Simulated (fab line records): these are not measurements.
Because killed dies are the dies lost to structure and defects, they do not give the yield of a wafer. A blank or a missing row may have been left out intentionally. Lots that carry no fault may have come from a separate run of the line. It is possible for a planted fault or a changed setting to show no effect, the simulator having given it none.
Check for tools in common | flow nand_harc | 1 lot, 3 wafers sampled

WHAT PROMPTED THE OPENING
At NHARC_END_SORT_01 the reading killed_at_periphery is flagged on 1 of 1 lot. No-fault wafers: 2.9, standard deviation 2.1.
Rule: a lot gets a flag if all its wafers with a number sit over 4 standard deviations from that mean, or if no wafer of it has a number. The other lots count as sound.

lot  | measured     | on        | killed_at_periphery, wafer by wafer | flag
L468 | day 22 17:11 | prober-01 | 655 646 661                         | FLAGGED
Flagged lots average 654.0: +651.1 relative to the usual, that is +99 or more standard deviations.

TOOL THAT RAN EACH LOT
3 process steps preceding the reading are held in the record, out of 1159 steps in the route. Read each cell as the tool, then ch plus the chambers that the sampled wafers visited, then the start.
lot  | flag    | NHARC_P_GATE_STRIP_75               | NHARC_P_GATE_EXPOSE_56           | NHARC_P_GATE_DESCUM_93
L468 | FLAGGED | plasma_asher-02 ch 0,1, day 8 10:08 | krf_scanner-01 ch 0, day 8 10:53 | rie_diel-13 ch 1,2, day 8 13:11
These steps, and what they do:
- NHARC_P_GATE_STRIP_75: strips in O2.
- NHARC_P_GATE_EXPOSE_56: exposes mask P PSD, target cd 720 nm.
- NHARC_P_GATE_DESCUM_93: chemistry O2, time 3 s.
- NHARC_END_SORT_01

FLAGGED OVER TOTAL, TOOL BY TOOL (the gauges that took the reading come last)
step                   | tool            | lots run | flagged | share of the flagged lots | sound lots run after its first flagged lot
NHARC_P_GATE_STRIP_75  | plasma_asher-02 | 1        | 1       | all                       | 0
NHARC_P_GATE_EXPOSE_56 | krf_scanner-01  | 1        | 1       | all                       | 0
NHARC_P_GATE_DESCUM_93 | rie_diel-13     | 1        | 1       | all                       | 0
NHARC_END_SORT_01      | prober-01       | 1        | 1       | all                       | 0

THE TABLE: WHAT IT ALLOWS
4 rows of the table ran every flagged lot: plasma_asher-02 at NHARC_P_GATE_STRIP_75, krf_scanner-01 at NHARC_P_GATE_EXPOSE_56, rie_diel-13 at NHARC_P_GATE_DESCUM_93, prober-01 at NHARC_END_SORT_01.
- plasma_asher-02 at NHARC_P_GATE_STRIP_75: 1 of its 1 lot flagged. No sound lot ran on it before its first flagged lot in this sample; the start therefore can't be narrowed down.
- krf_scanner-01 at NHARC_P_GATE_EXPOSE_56: 1 of its 1 lot flagged. No sound lot ran on it before its first flagged lot in this sample; the start therefore can't be narrowed down.
- rie_diel-13 at NHARC_P_GATE_DESCUM_93: 1 of its 1 lot flagged. No sound lot ran on it before its first flagged lot in this sample; the start therefore can't be narrowed down.
- prober-01 at NHARC_END_SORT_01: 1 of its 1 lot flagged. No sound lot ran on it before its first flagged lot in this sample; the start therefore can't be narrowed down.
Because each of these 4 tools fits a fault that began at some hour, counting lots does not separate them. More lots, or a look at what each step does to the wafer, might.

WHAT THE SIMULATOR HAD PUT IN
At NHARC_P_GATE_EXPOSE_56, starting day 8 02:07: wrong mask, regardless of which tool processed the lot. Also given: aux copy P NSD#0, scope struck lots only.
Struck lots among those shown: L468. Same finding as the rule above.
